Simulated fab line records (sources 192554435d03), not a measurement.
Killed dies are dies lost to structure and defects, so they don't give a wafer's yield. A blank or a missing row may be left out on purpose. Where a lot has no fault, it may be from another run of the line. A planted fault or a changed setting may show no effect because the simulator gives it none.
Split-lot study || flow n5 finfet || route with 1938 steps; 7 lots, 21 wafers read

== THE SPLIT ITSELF ==
At N5_SDB_COAT_04 (time 60 s, resist thk 18 nm), the setting spin rpm was moved away from the recipe's 1500 rpm on 9 of the 21 wafers read, by -10.3% to +9.5%. All remaining wafers had this setting at the recipe value.

== FROM THE SPLIT TO THE READING: what the file shows between them, 4 steps ==
- N5_SDB_COAT_05: resist thk 90 nm
- N5_SDB_EBR_07
- N5_SDB_DESCUM_16: chemistry O2, time 7.9 s
- N5_SDB_ETCH_17: etches SiARC in CF4, target depth 23.4 nm, time 39 s

== THE READING ==
SiARC_of_SDB_COAT_04.thk nm (the simulator's own value, which no gauge read), in nm, at N5_SDB_ETCH_18 (etches SOC in N2/H2, target depth 100 nm, overetch 20 nm, time 150 s). There is no usual value for it anywhere in the file. The 12 wafers here that ran the recipe average 12.7 nm, standard deviation 0.13 nm.

{"wafer": "L079.1", "tool, chamber at the split": "litho track-04, 0", "spin rpm as run, rpm": 1500, "against the recipe": "recipe", "SiARC_of_SDB_COAT_04.thk nm, nm": 12.8, "against lot-mates on the recipe": "-"}
{"wafer": "L079.5", "tool, chamber at the split": "litho track-04, 0", "spin rpm as run, rpm": 1500, "against the recipe": "recipe", "SiARC_of_SDB_COAT_04.thk nm, nm": 12.8, "against lot-mates on the recipe": "-"}
{"wafer": "L079.4", "tool, chamber at the split": "litho track-04, 0", "spin rpm as run, rpm": 1500, "against the recipe": "recipe", "SiARC_of_SDB_COAT_04.thk nm, nm": 12.6, "against lot-mates on the recipe": "-"}
{"wafer": "L081.2", "tool, chamber at the split": "litho track-04, 0", "spin rpm as run, rpm": 1345, "against the recipe": "-10.3%", "SiARC_of_SDB_COAT_04.thk nm, nm": 13.8, "against lot-mates on the recipe": "+1.0"}
{"wafer": "L081.3", "tool, chamber at the split": "litho track-04, 0", "spin rpm as run, rpm": 1500, "against the recipe": "recipe", "SiARC_of_SDB_COAT_04.thk nm, nm": 13, "against lot-mates on the recipe": "-"}
{"wafer": "L081.6", "tool, chamber at the split": "litho track-04, 0", "spin rpm as run, rpm": 1500, "against the recipe": "recipe", "SiARC_of_SDB_COAT_04.thk nm, nm": 12.6, "against lot-mates on the recipe": "-"}
{"wafer": "L083.1", "tool, chamber at the split": "litho track-05, 0", "spin rpm as run, rpm": 1500, "against the recipe": "recipe", "SiARC_of_SDB_COAT_04.thk nm, nm": 12.8, "against lot-mates on the recipe": "-"}
{"wafer": "L083.3", "tool, chamber at the split": "litho track-05, 0", "spin rpm as run, rpm": 1408, "against the recipe": "-6.1%", "SiARC_of_SDB_COAT_04.thk nm, nm": 13.4, "against lot-mates on the recipe": "+0.6"}
{"wafer": "L083.5", "tool, chamber at the split": "litho track-05, 0", "spin rpm as run, rpm": 1408, "against the recipe": "-6.1%", "SiARC_of_SDB_COAT_04.thk nm, nm": 13.6, "against lot-mates on the recipe": "+0.8"}
{"wafer": "L086.3", "tool, chamber at the split": "litho track-05, 0", "spin rpm as run, rpm": 1642, "against the recipe": "+9.5%", "SiARC_of_SDB_COAT_04.thk nm, nm": 12, "against lot-mates on the recipe": "no lot-mate on the recipe"}
{"wafer": "L086.5", "tool, chamber at the split": "litho track-05, 0", "spin rpm as run, rpm": 1642, "against the recipe": "+9.5%", "SiARC_of_SDB_COAT_04.thk nm, nm": 12, "against lot-mates on the recipe": "no lot-mate on the recipe"}
{"wafer": "L086.6", "tool, chamber at the split": "litho track-05, 0", "spin rpm as run, rpm": 1642, "against the recipe": "+9.5%", "SiARC_of_SDB_COAT_04.thk nm, nm": 11.8, "against lot-mates on the recipe": "no lot-mate on the recipe"}
{"wafer": "L090.1", "tool, chamber at the split": "litho track-04, 0", "spin rpm as run, rpm": 1500, "against the recipe": "recipe", "SiARC_of_SDB_COAT_04.thk nm, nm": 12.6, "against lot-mates on the recipe": "-"}
{"wafer": "L090.6", "tool, chamber at the split": "litho track-04, 0", "spin rpm as run, rpm": 1500, "against the recipe": "recipe", "SiARC_of_SDB_COAT_04.thk nm, nm": 12.6, "against lot-mates on the recipe": "-"}
{"wafer": "L090.5", "tool, chamber at the split": "litho track-04, 0", "spin rpm as run, rpm": 1396, "against the recipe": "-6.9%", "SiARC_of_SDB_COAT_04.thk nm, nm": 13.4, "against lot-mates on the recipe": "+0.8"}
{"wafer": "L091.1", "tool, chamber at the split": "litho track-01, 0", "spin rpm as run, rpm": 1429, "against the recipe": "-4.7%", "SiARC_of_SDB_COAT_04.thk nm, nm": 13.2, "against lot-mates on the recipe": "+0.4"}
{"wafer": "L091.2", "tool, chamber at the split": "litho track-01, 0", "spin rpm as run, rpm": 1429, "against the recipe": "-4.7%", "SiARC_of_SDB_COAT_04.thk nm, nm": 13.4, "against lot-mates on the recipe": "+0.6"}
{"wafer": "L091.5", "tool, chamber at the split": "litho track-01, 0", "spin rpm as run, rpm": 1500, "against the recipe": "recipe", "SiARC_of_SDB_COAT_04.thk nm, nm": 12.8, "against lot-mates on the recipe": "-"}
{"wafer": "L092.4", "tool, chamber at the split": "litho track-05, 0", "spin rpm as run, rpm": 1500, "against the recipe": "recipe", "SiARC_of_SDB_COAT_04.thk nm, nm": 12.8, "against lot-mates on the recipe": "-"}
{"wafer": "L092.5", "tool, chamber at the split": "litho track-05, 0", "spin rpm as run, rpm": 1500, "against the recipe": "recipe", "SiARC_of_SDB_COAT_04.thk nm, nm": 12.6, "against lot-mates on the recipe": "-"}
{"wafer": "L092.6", "tool, chamber at the split": "litho track-05, 0", "spin rpm as run, rpm": 1500, "against the recipe": "recipe", "SiARC_of_SDB_COAT_04.thk nm, nm": 12.6, "against lot-mates on the recipe": "-"}

FIT RESULTS
A straight line over all 21 wafers: SiARC_of_SDB_COAT_04.thk nm changes by -0.097 nm for each +1% of spin rpm; r = -0.97; the points scatter about the line by 0.14 nm.
The same after taking each lot's own level away (the mean of its wafers on the recipe; 18 wafers): -0.106 nm for each +1%; r = -0.96; scatter 0.11 nm.
That fit puts the effect of the largest move of spin rpm on the reading at 1.1 nm.
From 12.60 to 12.80 nm: that is the span of the lots' own levels, equal to 1.6 times the standard deviation above.
The two slopes agree, so the slope changes little with the lot-to-lot level.
Check: for one of the wafers moved furthest among these (-10.3%), held out of the fit, the line's prediction against its lot-mates is +1.16 nm. Against them it came out at +1 nm.

== THE OTHER SPLITS THESE WAFERS WENT THROUGH ==
Before the reading, these wafers also passed through other splits. Each is held against what the fit with the lots' levels taken away leaves over:
{"other split on the same wafers": "N5_DUMMY_GATE_COAT_28 spin rpm", "wafers away from the commonest value": 3, "r with SiARC_of_SDB_COAT_04.thk nm (lot level and that fit taken away)": "+0.16"}
{"other split on the same wafers": "N5_SD_EPI_N_EPI_21 time s", "wafers away from the commonest value": 5, "r with SiARC_of_SDB_COAT_04.thk nm (lot level and that fit taken away)": "+0.22"}
{"other split on the same wafers": "N5_SD_EPI_N_PRECLEAN_49 time s", "wafers away from the commonest value": 5, "r with SiARC_of_SDB_COAT_04.thk nm (lot level and that fit taken away)": -0.27}

== THE WHOLE CHAIN: every reading that the file lists as answering this split, in the file's order ==
{"step": "N5_SDB_COAT_04", "what it does": "time 60 s, resist thk 18 nm", "reading": "SiARC_of_SDB_COAT_04.thk nm (the simulator's own value, which no gauge read)", "change (the file's fit)": "-0.0934 nm for each +1% of the setting", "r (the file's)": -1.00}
{"step": "N5_SDB_ETCH_17", "what it does": "etches SiARC in CF4, target depth 23.4 nm, time 39 s", "reading": "etch.depth nm (the simulator's own value, which no gauge read)", "change (the file's fit)": "-0.0982 nm for each +1% of the setting", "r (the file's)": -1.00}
{"step": "N5_SDB_ETCH_18", "what it does": "etches SOC in N2/H2, target depth 100 nm, overetch 20 nm, time 150 s", "reading": "SiARC_of_SDB_COAT_04.thk nm (the simulator's own value, which no gauge read)", "change (the file's fit)": "-0.105 nm for each +1% of the setting", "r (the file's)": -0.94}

== THE FILE'S OWN FIT ==
SiARC_of_SDB_COAT_04.thk nm changes by -0.105 nm for each +1% of spin rpm, r = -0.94.
